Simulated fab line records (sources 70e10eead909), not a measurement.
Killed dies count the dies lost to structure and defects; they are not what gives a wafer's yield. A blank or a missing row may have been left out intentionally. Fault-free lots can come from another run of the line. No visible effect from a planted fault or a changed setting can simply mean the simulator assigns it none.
Which tool is to blame? :: flow nand_harc :: 11 lots with 33 wafers sampled at 5 steps, on a route of 1302 steps

== WHAT THE GAUGES READ, wafer by wafer ==
NHARC_END_SORT_01. Usual: killed_at_array 54, standard deviation 12; killed_at_other 0.7, standard deviation 1.1; killed_at_periphery 3.9, standard deviation 2.8; killed_dies 59, standard deviation 13; killed_open 3.4, standard deviation 2; killed_short 2.5, standard deviation 1.7.
lot: L469
measured: day 26 00:58
on: prober-02
killed_at_array: 38 43 42
killed_at_other: 1 0 1
killed_at_periphery: 4 1 1
killed_dies: 43 44 44
killed_open: 3 2 1
killed_short: 2 3 3
flag: 

lot: L477
measured: day 29 08:16
on: prober-01
killed_at_array: 68 81 67
killed_at_other: 0 0 0
killed_at_periphery: 4 2 1
killed_dies: 72 83 68
killed_open: 6 9 4
killed_short: 3 2 0
flag: 

lot: L478
measured: day 29 08:14
on: prober-02
killed_at_array: 38 44 30
killed_at_other: 0 4 0
killed_at_periphery: 1 4 6
killed_dies: 39 52 36
killed_open: 2 3 3
killed_short: 3 5 2
flag: 

== WHICH TOOL RAN EACH LOT (tool, then ch and the chambers of the sampled wafers, then the start) ==
lot: L467
NHARC_A_CHANNEL_HOLE_D1_ETCH_26: har_etch-02 ch 1, day 9 10:21
NHARC_A_CHANNEL_HOLE_D1_ETCH_44: rie_diel-01 ch 0,2,3, day 9 11:16
NHARC_A_CHANNEL_FILL_D1_ETCHBACK_19: rie_si-05 ch 0,2, day 10 14:09
NHARC_A_CHANNEL_FILL_D1_STRIP_29: rie_diel-07 ch 0,1,3, day 11 07:46

lot: L469
NHARC_A_CHANNEL_HOLE_D1_ETCH_26: har_etch-01 ch 0,1, day 10 03:17
NHARC_A_CHANNEL_HOLE_D1_ETCH_44: rie_diel-06 ch 0,1, day 10 04:18
NHARC_A_CHANNEL_FILL_D1_ETCHBACK_19: rie_si-05 ch 0,1,2, day 11 09:18
NHARC_A_CHANNEL_FILL_D1_STRIP_29: rie_diel-07 ch 0,3, day 12 03:01

lot: L468
NHARC_A_CHANNEL_HOLE_D1_ETCH_26: har_etch-02 ch 0,1, day 10 07:25
NHARC_A_CHANNEL_HOLE_D1_ETCH_44: rie_diel-10 ch 0,2,3, day 10 08:22
NHARC_A_CHANNEL_FILL_D1_ETCHBACK_19: rie_si-02 ch 0,1,3, day 11 09:19
NHARC_A_CHANNEL_FILL_D1_STRIP_29: rie_diel-03 ch 0,1,2, day 12 03:39

lot: L477
NHARC_A_CHANNEL_HOLE_D1_ETCH_26: har_etch-02 ch 0,1, day 13 16:41
NHARC_A_CHANNEL_HOLE_D1_ETCH_44: rie_diel-10 ch 0,2, day 13 17:38
NHARC_A_CHANNEL_FILL_D1_ETCHBACK_19: rie_si-04 ch 1,3, day 14 19:54
NHARC_A_CHANNEL_FILL_D1_STRIP_29: rie_diel-07 ch 2,3, day 15 13:50

lot: L478
NHARC_A_CHANNEL_HOLE_D1_ETCH_26: har_etch-01 ch 0,1, day 13 20:57
NHARC_A_CHANNEL_HOLE_D1_ETCH_44: rie_diel-01 ch 0,2,3, day 13 21:56
NHARC_A_CHANNEL_FILL_D1_ETCHBACK_19: rie_si-02 ch 0,1,2, day 14 23:14
NHARC_A_CHANNEL_FILL_D1_STRIP_29: rie_diel-07 ch 0,2,3, day 15 16:56

lot: L480
NHARC_A_CHANNEL_HOLE_D1_ETCH_26: har_etch-02 ch 0,1, day 15 00:35
NHARC_A_CHANNEL_HOLE_D1_ETCH_44: rie_diel-10 ch 0,2,3, day 15 01:35
NHARC_A_CHANNEL_FILL_D1_ETCHBACK_19: rie_si-04 ch 0,1,3, day 16 03:38
NHARC_A_CHANNEL_FILL_D1_STRIP_29: rie_diel-07 ch 0,1,3, day 16 21:28

lot: L482
NHARC_A_CHANNEL_HOLE_D1_ETCH_26: har_etch-01 ch 0,1, day 16 07:43
NHARC_A_CHANNEL_HOLE_D1_ETCH_44: rie_diel-10 ch 1,3, day 16 08:36
NHARC_A_CHANNEL_FILL_D1_ETCHBACK_19: rie_si-04 ch 0,2,3, day 17 09:48
NHARC_A_CHANNEL_FILL_D1_STRIP_29: rie_diel-13 ch 0,2,3, day 18 06:08

lot: L483
NHARC_A_CHANNEL_HOLE_D1_ETCH_26: har_etch-02 ch 0,1, day 16 10:19
NHARC_A_CHANNEL_HOLE_D1_ETCH_44: rie_diel-10 ch 0,1,2, day 16 11:15
NHARC_A_CHANNEL_FILL_D1_ETCHBACK_19: rie_si-02 ch 0,1,2, day 17 09:47
NHARC_A_CHANNEL_FILL_D1_STRIP_29: rie_diel-03 ch 2,3, day 18 06:01

lot: L485
NHARC_A_CHANNEL_HOLE_D1_ETCH_26: har_etch-01 ch 0,1, day 17 12:09
NHARC_A_CHANNEL_HOLE_D1_ETCH_44: rie_diel-10 ch 0,1,3, day 17 13:16
NHARC_A_CHANNEL_FILL_D1_ETCHBACK_19: rie_si-04 ch 0,1,2, day 18 17:20
NHARC_A_CHANNEL_FILL_D1_STRIP_29: rie_diel-07 ch 0,1,2, day 19 11:00

lot: L487
NHARC_A_CHANNEL_HOLE_D1_ETCH_26: har_etch-02 ch 0,1, day 17 18:07
NHARC_A_CHANNEL_HOLE_D1_ETCH_44: rie_diel-10 ch 0,1,2, day 17 18:59
NHARC_A_CHANNEL_FILL_D1_ETCHBACK_19: rie_si-05 ch 0,1, day 18 17:20
NHARC_A_CHANNEL_FILL_D1_STRIP_29: rie_diel-13 ch 1,2, day 19 11:10

lot: L488
NHARC_A_CHANNEL_HOLE_D1_ETCH_26: har_etch-02 ch 0,1, day 18 02:25
NHARC_A_CHANNEL_HOLE_D1_ETCH_44: rie_diel-10 ch 0,1,2, day 18 03:19
NHARC_A_CHANNEL_FILL_D1_ETCHBACK_19: rie_si-02 ch 0,1,3, day 19 04:42
NHARC_A_CHANNEL_FILL_D1_STRIP_29: rie_diel-03 ch 0,2,3, day 19 22:36
- NHARC_A_CHANNEL_HOLE_D1_ETCH_26: etches the open film in C4F8/O2/Ar, time 224.1 s, target depth 300 nm.
- NHARC_A_CHANNEL_HOLE_D1_ETCH_44: etches the open film in CF4/O2, target depth 140 nm, overetch 14 nm, time 77 s.
- NHARC_A_CHANNEL_FILL_D1_ETCHBACK_19: etches the open film in HBr/Cl2, target depth 5 nm, time 1.7 s.
- NHARC_A_CHANNEL_FILL_D1_STRIP_29: strips in O2, time 20 s.

== WHAT THE TOOLS THEMSELVES READ (means of the sampled wafers that have a number; where no wafer has one, the mark that the record gives instead) ==
NHARC_A_CHANNEL_HOLE_D1_ETCH_26. Usual: drypump_motor_current_A 6.1 A, standard deviation 0.45; showerhead_plenum_p_Torr 3.65 Torr, standard deviation 0.11; throttle_valve_pct 24.583 %, standard deviation 0.0087.
lot: L467
tool: har_etch-02
drypump_motor_current_A (A): 5.7
showerhead_plenum_p_Torr (Torr): 3.57
throttle_valve_pct (%): 24.583
flag: 

lot: L469
tool: har_etch-01
drypump_motor_current_A (A): 6.5
showerhead_plenum_p_Torr (Torr): 3.64
throttle_valve_pct (%): 24.583
flag: 

lot: L468
tool: har_etch-02
drypump_motor_current_A (A): 5.6
showerhead_plenum_p_Torr (Torr): 3.61
throttle_valve_pct (%): 24.583
flag: 

lot: L477
tool: har_etch-02
drypump_motor_current_A (A): 5.6
showerhead_plenum_p_Torr (Torr): 3.59
throttle_valve_pct (%): 24.584
flag: 

lot: L478
tool: har_etch-01
drypump_motor_current_A (A): 6.4
showerhead_plenum_p_Torr (Torr): 3.67
throttle_valve_pct (%): 24.579
flag: 

lot: L480
tool: har_etch-02
drypump_motor_current_A (A): 5.5
showerhead_plenum_p_Torr (Torr): 3.63
throttle_valve_pct (%): 24.576
flag: 

lot: L482
tool: har_etch-01
drypump_motor_current_A (A): 6.4
showerhead_plenum_p_Torr (Torr): 3.65
throttle_valve_pct (%): 24.590
flag: 

lot: L483
tool: har_etch-02
drypump_motor_current_A (A): 5.6
showerhead_plenum_p_Torr (Torr): 3.57
throttle_valve_pct (%): 24.582
flag: 

lot: L485
tool: har_etch-01
drypump_motor_current_A (A): 6.4
showerhead_plenum_p_Torr (Torr): 3.64
throttle_valve_pct (%): 24.582
flag: 

lot: L487
tool: har_etch-02
drypump_motor_current_A (A): 5.6
showerhead_plenum_p_Torr (Torr): 3.77
throttle_valve_pct (%): 24.591
flag: 

lot: L488
tool: har_etch-02
drypump_motor_current_A (A): 5.6
showerhead_plenum_p_Torr (Torr): 3.87
throttle_valve_pct (%): 24.576
flag: 

NHARC_A_CHANNEL_HOLE_D1_ETCH_44. Usual: bias_w 100.03 W, standard deviation 0.29; drypump_motor_current_A 5.9 A, standard deviation 0.38; oes_product_au 1.005 a.u., standard deviation 0.012; rf_vpp_V 196.8 V, standard deviation 1.1; showerhead_plenum_p_Torr 1.28 Torr, standard deviation 0.038; throttle_valve_pct 13.397 %, standard deviation 0.0088.
lot: L467
tool: rie_diel-01
bias_w (W): 99.80
drypump_motor_current_A (A): 6.1
oes_product_au (a.u.): 1.000
rf_vpp_V (V): 198.1
showerhead_plenum_p_Torr (Torr): 1.39
throttle_valve_pct (%): 13.399
flag: 

lot: L469
tool: rie_diel-06
bias_w (W): 99.97
drypump_motor_current_A (A): 5.8
oes_product_au (a.u.): 0.998
rf_vpp_V (V): 196.9
showerhead_plenum_p_Torr (Torr): 1.26
throttle_valve_pct (%): 13.393
flag: 

lot: L468
tool: rie_diel-10
bias_w (W): 99.88
drypump_motor_current_A (A): 5.7
oes_product_au (a.u.): 1.013
rf_vpp_V (V): 196.5
showerhead_plenum_p_Torr (Torr): 1.27
throttle_valve_pct (%): 13.393
flag: 

lot: L477
tool: rie_diel-10
bias_w (W): 100.21
drypump_motor_current_A (A): 5.8
oes_product_au (a.u.): 1.002
rf_vpp_V (V): 197.3
showerhead_plenum_p_Torr (Torr): 1.28
throttle_valve_pct (%): 13.402
flag: 

lot: L478
tool: rie_diel-01
bias_w (W): 100.32
drypump_motor_current_A (A): 6.1
oes_product_au (a.u.): 0.991
rf_vpp_V (V): 198.2
showerhead_plenum_p_Torr (Torr): 1.38
throttle_valve_pct (%): 13.395
flag: 

lot: L480
tool: rie_diel-10
bias_w (W): 100.31
drypump_motor_current_A (A): 5.7
oes_product_au (a.u.): 1.005
rf_vpp_V (V): 196.8
showerhead_plenum_p_Torr (Torr): 1.27
throttle_valve_pct (%): 13.397
flag: 

lot: L482
tool: rie_diel-10
bias_w (W): 100.15
drypump_motor_current_A (A): 5.7
oes_product_au (a.u.): 1.005
rf_vpp_V (V): 196.3
showerhead_plenum_p_Torr (Torr): 1.27
throttle_valve_pct (%): 13.392
flag: 

lot: L483
tool: rie_diel-10
bias_w (W): 99.89
drypump_motor_current_A (A): 6.0
oes_product_au (a.u.): 1.001
rf_vpp_V (V): 197.4
showerhead_plenum_p_Torr (Torr): 1.28
throttle_valve_pct (%): 13.389
flag: 

lot: L485
tool: rie_diel-10
bias_w (W): 100.27
drypump_motor_current_A (A): 5.9
oes_product_au (a.u.): 1.001
rf_vpp_V (V): 196.4
showerhead_plenum_p_Torr (Torr): 1.27
throttle_valve_pct (%): 13.403
flag: 

lot: L487
tool: rie_diel-10
bias_w (W): 100.06
drypump_motor_current_A (A): 6.0
oes_product_au (a.u.): 1.002
rf_vpp_V (V): 196.0
showerhead_plenum_p_Torr (Torr): 1.28
throttle_valve_pct (%): 13.384
flag: 

lot: L488
tool: rie_diel-10
bias_w (W): 100.16
drypump_motor_current_A (A): 6.0
oes_product_au (a.u.): 0.997
rf_vpp_V (V): 196.6
showerhead_plenum_p_Torr (Torr): 1.28
throttle_valve_pct (%): 13.398
flag: 

NHARC_A_CHANNEL_FILL_D1_ETCHBACK_19. Usual: bias_w 100.02 W, standard deviation 0.3; drypump_motor_current_A 5.8 A, standard deviation 0.32; oes_product_au 0.993 a.u., standard deviation 0.015; throttle_valve_pct 26.405 %, standard deviation 0.0088.
lot: L467
tool: rie_si-05
bias_w (W): 99.82
drypump_motor_current_A (A): 5.7
oes_product_au (a.u.): 0.993
throttle_valve_pct (%): 26.408
flag: 

lot: L469
tool: rie_si-05
bias_w (W): 100.12
drypump_motor_current_A (A): 5.7
oes_product_au (a.u.): 0.994
throttle_valve_pct (%): 26.407
flag: 

lot: L468
tool: rie_si-02
bias_w (W): 100.11
drypump_motor_current_A (A): 5.9
oes_product_au (a.u.): 0.991
throttle_valve_pct (%): 26.397
flag: 

lot: L477
tool: rie_si-04
bias_w (W): 100.18
drypump_motor_current_A (A): 5.7
oes_product_au (a.u.): 1.002
throttle_valve_pct (%): 26.403
flag: 

lot: L478
tool: rie_si-02
bias_w (W): 100.16
drypump_motor_current_A (A): 5.8
oes_product_au (a.u.): 1.003
throttle_valve_pct (%): 26.412
flag: 

lot: L480
tool: rie_si-04
bias_w (W): 99.67
drypump_motor_current_A (A): 5.7
oes_product_au (a.u.): 0.993
throttle_valve_pct (%): 26.398
flag: 

lot: L482
tool: rie_si-04
bias_w (W): 100.08
drypump_motor_current_A (A): 5.6
oes_product_au (a.u.): 0.989
throttle_valve_pct (%): 26.403
flag: 

lot: L483
tool: rie_si-02
bias_w (W): 100.04
drypump_motor_current_A (A): 5.8
oes_product_au (a.u.): 0.995
throttle_valve_pct (%): 26.398
flag: 

lot: L485
tool: rie_si-04
bias_w (W): 99.97
drypump_motor_current_A (A): 5.8
oes_product_au (a.u.): 0.989
throttle_valve_pct (%): 26.414
flag: 

lot: L487
tool: rie_si-05
bias_w (W): 99.93
drypump_motor_current_A (A): 5.6
oes_product_au (a.u.): 1.012
throttle_valve_pct (%): 26.403
flag: 

lot: L488
tool: rie_si-02
bias_w (W): 100.28
drypump_motor_current_A (A): 5.9
oes_product_au (a.u.): 0.983
throttle_valve_pct (%): 26.399
flag: 

NHARC_A_CHANNEL_FILL_D1_STRIP_29. Usual: chamber_pressure_mTorr 60.01 mTorr, standard deviation 0.051; drypump_motor_current_A 5.8 A, standard deviation 0.35; oes_product_au 0.995 a.u., standard deviation 0.012; rf_vpp_V 57.8 V, standard deviation 0.89; showerhead_plenum_p_Torr 3.53 Torr, standard deviation 0.14; throttle_valve_pct 17.037 %, standard deviation 0.0092.
lot: L467
tool: rie_diel-07
chamber_pressure_mTorr (mTorr): -
drypump_motor_current_A (A): -
oes_product_au (a.u.): -
rf_vpp_V (V): -
showerhead_plenum_p_Torr (Torr): -
throttle_valve_pct (%): -
flag: OFF

lot: L469
tool: rie_diel-07
chamber_pressure_mTorr (mTorr): -
drypump_motor_current_A (A): -
oes_product_au (a.u.): -
rf_vpp_V (V): -
showerhead_plenum_p_Torr (Torr): -
throttle_valve_pct (%): -
flag: OFF

lot: L468
tool: rie_diel-03
chamber_pressure_mTorr (mTorr): -
drypump_motor_current_A (A): -
oes_product_au (a.u.): -
rf_vpp_V (V): -
showerhead_plenum_p_Torr (Torr): -
throttle_valve_pct (%): -
flag: OFF

lot: L477
tool: rie_diel-07
chamber_pressure_mTorr (mTorr): 60.01
drypump_motor_current_A (A): 5.9
oes_product_au (a.u.): 0.993
rf_vpp_V (V): 57.9
showerhead_plenum_p_Torr (Torr): 3.56
throttle_valve_pct (%): 17.033
flag: 

lot: L478
tool: rie_diel-07
chamber_pressure_mTorr (mTorr): 60.01
drypump_motor_current_A (A): 5.8
oes_product_au (a.u.): 0.983
rf_vpp_V (V): 57.2
showerhead_plenum_p_Torr (Torr): 3.52
throttle_valve_pct (%): 17.037
flag: 

lot: L480
tool: rie_diel-07
chamber_pressure_mTorr (mTorr): 60.04
drypump_motor_current_A (A): 5.7
oes_product_au (a.u.): 0.992
rf_vpp_V (V): 57.9
showerhead_plenum_p_Torr (Torr): 3.60
throttle_valve_pct (%): 17.037
flag: 

lot: L482
tool: rie_diel-13
chamber_pressure_mTorr (mTorr): 60.06
drypump_motor_current_A (A): 5.5
oes_product_au (a.u.): 1.004
rf_vpp_V (V): 58.1
showerhead_plenum_p_Torr (Torr): 3.51
throttle_valve_pct (%): 17.030
flag: 

lot: L483
tool: rie_diel-03
chamber_pressure_mTorr (mTorr): 60.02
drypump_motor_current_A (A): 5.7
oes_product_au (a.u.): 1.007
rf_vpp_V (V): 57.3
showerhead_plenum_p_Torr (Torr): 3.37
throttle_valve_pct (%): 17.039
flag: 

lot: L485
tool: rie_diel-07
chamber_pressure_mTorr (mTorr): 59.98
drypump_motor_current_A (A): 5.9
oes_product_au (a.u.): 0.997
rf_vpp_V (V): 57.8
showerhead_plenum_p_Torr (Torr): 3.50
throttle_valve_pct (%): 17.033
flag: 

lot: L487
tool: rie_diel-13
chamber_pressure_mTorr (mTorr): 59.98
drypump_motor_current_A (A): 5.9
oes_product_au (a.u.): 0.998
rf_vpp_V (V): 58.7
showerhead_plenum_p_Torr (Torr): 3.73
throttle_valve_pct (%): 17.041
flag: 

lot: L488
tool: rie_diel-03
chamber_pressure_mTorr (mTorr): 59.99
drypump_motor_current_A (A): 6.0
oes_product_au (a.u.): 0.997
rf_vpp_V (V): 57.1
showerhead_plenum_p_Torr (Torr): 3.44
throttle_valve_pct (%): 17.038
flag: 

== THE ANSWER, worked out from the rows above alone ==
Rule: a lot is off if the mean of its wafers that have a number lies more than 3 standard deviations from the usual mean. A lot without any number at a reading at which 4 lots or more have one is off too. All remaining lots with rows at the step are treated as sound. After the gauges, taken in route order, come the tools' own readings; for these a lot's mean is taken, as printed above. At the first step where some lot is off, the reading lying furthest off is the one used; lots without a number count as furthest.
Off, at NHARC_A_CHANNEL_FILL_D1_STRIP_29 on chamber_pressure_mTorr: L467, L469, L468. Without a number there: L467, L469, L468.
If a tool, at that step or one of the process steps before it, ran each lot that is off and ran no sound lot following the first of them, it fits. None of those tried fits.

== WHAT WAS PUT IN BY THE SIMULATOR ==
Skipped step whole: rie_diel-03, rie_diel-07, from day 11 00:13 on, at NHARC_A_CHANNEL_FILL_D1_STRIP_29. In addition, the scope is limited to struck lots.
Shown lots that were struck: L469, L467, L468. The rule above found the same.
